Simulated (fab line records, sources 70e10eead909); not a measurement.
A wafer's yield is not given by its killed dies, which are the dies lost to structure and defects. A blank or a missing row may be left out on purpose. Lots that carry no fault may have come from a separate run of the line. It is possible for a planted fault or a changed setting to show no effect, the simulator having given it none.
Which of the tools did it?    flow nand_harc    Sampling: 24 lots, 72 wafers, 4 of 1159 route steps

## WHAT EACH GAUGE READ, for each wafer
NHARC_A_CONTACT_OVL_MEAS_43.
lot   measured      on          overlay_x_nm (nm)  overlay_y_nm (nm)
L074  day 15 21:00  overlay-01  -0.1 -0.2 0.2      0.3 0.0 -0.4
L076  day 16 12:10  overlay-01  -0.4 0.1 0.0       0.2 -0.2 0.5
L077  day 16 12:39  overlay-01  1.0 1.6 1.8        0.8 1.3 0.6
L079  day 16 20:41  overlay-01  0.0 0.4 0.2        0.4 0.3 0.7
L075  day 16 20:49  overlay-01  0.7 -0.2 0.2       -0.7 -0.4 0.0
L078  day 17 01:58  overlay-01  1.8 1.0 1.7        0.4 1.0 1.2
L080  day 18 04:28  overlay-01  -0.7 0.0 0.3       1.0 1.1 1.1
L081  day 18 06:39  overlay-02  0.2 0.6 -0.2       0.1 -0.5 -0.2
L083  day 18 14:55  overlay-02  -0.4 -0.3 -0.5     -0.1 -0.3 -0.4
L082  day 18 18:01  overlay-02  0.5 0.6 0.1        0.1 0.0 0.0
L084  day 18 19:25  overlay-01  -0.1 0.3 0.8       0.5 0.3 0.3
L085  day 18 22:34  overlay-01  0.1 0.3 0.1        -0.5 -0.4 -1.4
L086  day 19 13:43  overlay-01  -0.1 0.2 -0.2      -1.3 -1.2 -0.9
L087  day 19 16:22  overlay-02  -0.7 -0.9 -1.3     1.4 1.4 1.2
L092  day 20 04:41  overlay-02  0.7 1.0 1.5        -0.8 -0.8 -1.0
L091  day 20 05:10  overlay-01  0.3 -0.3 0.4       -0.8 -1.6 -1.2
L089  day 20 12:32  overlay-02  0.1 0.5 0.2        -0.9 -0.7 -0.6
L088  day 20 18:11  overlay-01  -0.3 0.0 -0.1      -1.2 -0.9 -0.9
L093  day 20 20:02  overlay-01  0.1 0.0 0.3        -0.4 0.1 -0.1
L090  day 20 22:04  overlay-01  -0.5 -1.1 -1.2     -0.3 -0.5 -0.5
L094  day 21 11:26  overlay-01  0.4 0.4 -0.3       2.5 1.9 2.2
L095  day 21 13:53  overlay-02  0.1 0.3 0.3        0.6 0.0 0.9
L096  day 21 23:58  overlay-02  0.3 -0.2 0.0       0.4 0.3 0.1
L097  day 22 06:34  overlay-02  -0.1 -0.5 -0.6     -0.4 0.0 -0.1

NHARC_A_CONTACT_CD_MEAS_53.
lot   measured      on         cd_nm (nm)
L074  day 16 00:45  cd_sem-01  189.4 189.4 189.4
L076  day 16 16:09  cd_sem-03  189.9 190.0 190.2
L077  day 16 16:05  cd_sem-01  189.7 189.9 190.0
L079  day 17 00:52  cd_sem-01  190.3 190.5 190.3
L075  day 17 01:15  cd_sem-03  190.6 190.5 190.7
L078  day 17 05:34  cd_sem-01  189.2 189.5 189.2
L080  day 18 07:59  cd_sem-01  188.5 188.8 189.1
L081  day 18 10:01  cd_sem-02  191.2 191.3 191.0
L083  day 18 18:23  cd_sem-03  191.1 190.9 191.2
L082  day 18 21:26  cd_sem-03  189.7 189.7 189.8
L084  day 18 22:49  cd_sem-02  189.5 189.5 189.9
L085  day 19 02:07  cd_sem-01  189.9 189.6 189.9
L086  day 19 18:38  cd_sem-02  189.7 189.7 189.8
L087  day 19 19:50  cd_sem-02  189.5 190.3 190.2
L092  day 20 08:05  cd_sem-02  187.7 188.7 188.5
L091  day 20 09:17  cd_sem-02  189.3 190.0 189.6
L089  day 20 16:40  cd_sem-03  188.5 189.0 188.9
L088  day 20 21:56  cd_sem-01  187.5 187.7 188.1
L093  day 20 23:25  cd_sem-03  189.9 189.9 189.4
L090  day 21 01:31  cd_sem-01  190.9 190.6 190.7
L094  day 21 15:20  cd_sem-03  189.2 189.4 189.2
L095  day 21 17:30  cd_sem-02  189.9 189.5 189.8
L096  day 22 03:52  cd_sem-03  189.9 189.4 189.1
L097  day 22 10:42  cd_sem-01  189.9 190.2 190.4

NHARC_A_CONTACT_OVL_MEAS_70.
lot   measured      on          overlay_x_nm (nm)  overlay_y_nm (nm)
L074  day 16 07:07  overlay-01  2.0 1.6 1.2        0.2 -0.4 0.0
L076  day 16 22:23  overlay-01  -0.3 -0.5 -0.1     -1.6 -1.0 -0.5
L077  day 16 22:08  overlay-01  1.4 1.0 1.4        -0.5 -0.8 -0.6
L079  day 17 04:26  overlay-01  -0.3 -0.9 -0.9     0.7 1.1 0.1
L075  day 17 05:17  overlay-01  1.1 0.6 0.8        -1.5 -1.6 -1.7
L078  day 17 09:10  overlay-02  0.9 1.1 0.9        1.7 0.9 1.1
L080  day 18 14:00  overlay-02  0.6 1.1 0.7        -0.3 0.2 -0.1
L081  day 18 15:34  overlay-01  0.0 -0.2 -0.4      -0.1 -0.1 -0.4
L083  day 18 22:08  overlay-02  0.8 0.8 1.0        0.2 -0.5 -0.1
L082  day 19 00:58  overlay-02  0.3 0.5 0.8        -1.5 -1.0 -1.1
L084  day 19 04:38  overlay-02  0.0 -0.6 0.1       0.0 -0.6 -0.1
L085  day 19 06:26  overlay-01  -0.9 -1.5 -1.2     0.8 0.7 0.6
L086  day 20 00:11  overlay-01  0.2 0.4 0.0        0.8 -0.4 0.0
L087  day 19 23:28  overlay-02  -0.5 -0.9 -0.9     0.8 0.8 0.9
L092  day 20 11:46  overlay-01  -1.3 -1.6 -1.2     0.3 1.5 1.0
L091  day 20 14:16  overlay-02  0.0 -0.7 -0.3      0.4 0.0 0.1
L089  day 20 20:16  overlay-02  -1.7 -2.6 -2.0     0.9 0.3 0.2
L088  day 21 01:28  overlay-01  0.3 0.2 0.0        1.1 0.2 1.2
L093  day 21 03:34  overlay-01  0.9 0.5 0.5        -2.1 -1.9 -1.6
L090  day 21 07:48  overlay-02  -1.3 -0.4 -0.4     1.1 1.8 1.7
L094  day 21 18:44  overlay-02  1.5 1.5 1.9        -0.3 -0.2 -0.2
L095  day 21 21:32  overlay-02  1.4 1.2 0.8        0.8 0.5 1.0
L096  day 22 07:33  overlay-01  0.1 -0.2 -0.2      0.1 0.2 0.6
L097  day 22 14:45  overlay-01  -0.3 0.9 0.3       -0.2 0.1 0.1

## TOOL THAT RAN EACH LOT (tool first, then ch and the chambers of the sampled wafers, then the start)
lot   NHARC_A_CONTACT_ETCH_115
L074  har_cap_etch-03 ch 0,1, day 15 23:07
L076  har_cap_etch-01 ch 0,1, day 16 14:36
L077  har_cap_etch-03 ch 0,1, day 16 14:32
L079  har_cap_etch-01 ch 0,1, day 16 23:02
L075  har_cap_etch-02 ch 0,1, day 16 23:41
L078  har_cap_etch-03 ch 0,1, day 17 03:55
L080  har_cap_etch-02 ch 0,1, day 18 06:28
L081  har_cap_etch-01 ch 0,1, day 18 08:29
L083  har_cap_etch-02 ch 0,1, day 18 16:50
L082  har_cap_etch-03 ch 0,1, day 18 19:52
L084  har_cap_etch-02 ch 0,1, day 18 21:14
L085  har_cap_etch-02 ch 0,1, day 19 00:35
L086  har_cap_etch-03 ch 0,1, day 19 16:36
L087  har_cap_etch-02 ch 0,1, day 19 18:14
L092  har_cap_etch-02 ch 0,1, day 20 06:31
L091  har_cap_etch-01 ch 0,1, day 20 07:25
L089  har_cap_etch-01 ch 0,1, day 20 14:40
L088  har_cap_etch-03 ch 0,1, day 20 20:23
L093  har_cap_etch-02 ch 0,1, day 20 21:52
L090  har_cap_etch-02 ch 0,1, day 20 23:58
L094  har_cap_etch-02 ch 0,1, day 21 13:19
L095  har_cap_etch-01 ch 0,1, day 21 15:58
L096  har_cap_etch-03 ch 0,1, day 22 01:59
L097  har_cap_etch-03 ch 0,1, day 22 08:50
- NHARC_A_CONTACT_ETCH_115: etches the open film in C4F8/O2/Ar, time 94 s, target depth 922 nm.

## WHAT THE TOOLS THEMSELVES READ (means of the sampled wafers that have a number; where no wafer has one, the mark that the record gives instead)
The record holds no such reading with a usual standard deviation.

## THE ANSWER, worked out from the rows above alone
Rule: the lots themselves supply what counts as usual. The widest of any qualifying gaps counts: lots, ordered by their means at a reading, are off when they make up no more than a third of the lots, leave a main group of 4 or more, and stand apart from it by 3 or more times the standard deviation of that group's means. A main group whose means are all the same, to the digits that the tables above print for the reading, isn't used. A lot without any number at a reading at which 4 lots or more have one is off too. Where the step has rows for the other lots, those lots are counted as sound. The gauges are gone through in route order, then the tools' own readings, and for those a lot's mean is taken as printed above. At the first step where some lot is off, the reading lying furthest off is the one used; lots without a number count as furthest.
None of the lots is off at any reading shown; this tells nothing.

## WHAT HAD BEEN PUT IN BY THE SIMULATOR
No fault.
